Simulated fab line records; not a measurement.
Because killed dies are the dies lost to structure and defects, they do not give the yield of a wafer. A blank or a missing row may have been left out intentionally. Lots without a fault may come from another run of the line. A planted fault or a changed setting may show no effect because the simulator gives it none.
Matching of chambers || flow n5 finfet || rie diel-05 running N5_BEOL_M8_STRIP_36: 4 sister chambers
The step strips in N2/H2. 4 wafers are shown with their chamber, then 9 later ones without.

== WAFERS, EACH WITH ITS CHAMBER ==
{"wafer": "L082.6", "chamber": 0, "showerhead plenum p Torr (Torr)": 2.70}
{"wafer": "L083.1", "chamber": 3, "showerhead plenum p Torr (Torr)": 2.50}
{"wafer": "L085.5", "chamber": 2, "showerhead plenum p Torr (Torr)": 2.58}
{"wafer": "L085.6", "chamber": 1, "showerhead plenum p Torr (Torr)": 2.64}

== WAFERS WHOSE CHAMBER IS MISSING ==
{"wafer": "L089.1", "showerhead plenum p Torr (Torr)": 2.64}
{"wafer": "L089.4", "showerhead plenum p Torr (Torr)": 2.49}
{"wafer": "L089.6", "showerhead plenum p Torr (Torr)": 2.58}
{"wafer": "L095.2", "showerhead plenum p Torr (Torr)": 2.49}
{"wafer": "L095.4", "showerhead plenum p Torr (Torr)": 2.68}
{"wafer": "L095.5", "showerhead plenum p Torr (Torr)": 2.68}
{"wafer": "L097.3", "showerhead plenum p Torr (Torr)": 2.48}
{"wafer": "L097.4", "showerhead plenum p Torr (Torr)": 2.48}
{"wafer": "L097.6", "showerhead plenum p Torr (Torr)": 2.62}

== EACH ONE'S CHAMBER ==
{"wafer": "L089.1", "from the rows above": 1, "in truth": 1}
{"wafer": "L089.4", "from the rows above": 3, "in truth": 3}
{"wafer": "L089.6", "from the rows above": 2, "in truth": 2}
{"wafer": "L095.2", "from the rows above": 3, "in truth": 3}
{"wafer": "L095.4", "from the rows above": "can't be placed: 0 or 1", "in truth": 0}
{"wafer": "L095.5", "from the rows above": "can't be placed: 0 or 1", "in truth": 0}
{"wafer": "L097.3", "from the rows above": 3, "in truth": 3}
{"wafer": "L097.4", "from the rows above": 3, "in truth": 3}
{"wafer": "L097.6", "from the rows above": "can't be placed: 1 or 2", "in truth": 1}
Correctly placed: 6 of 9. Cannot be placed on the basis of these rows: 3; the candidates contain the true chamber in 3. 0 placed wrongly.
How it was worked out, from the rows above alone: a wafer's distance from a chamber is the root of the sum, over the readings, of the square of ((its reading less the chamber's mean) divided by the reading's scatter). If the next closest chamber is less than 2 further off than the closest, the wafer can't be placed; otherwise it belongs to the closest. Each chamber's mean is taken over the wafers shown for it. The scatter: root of mean squared gap, hidden wafer to nearest shown wafer, with one shown wafer a chamber.
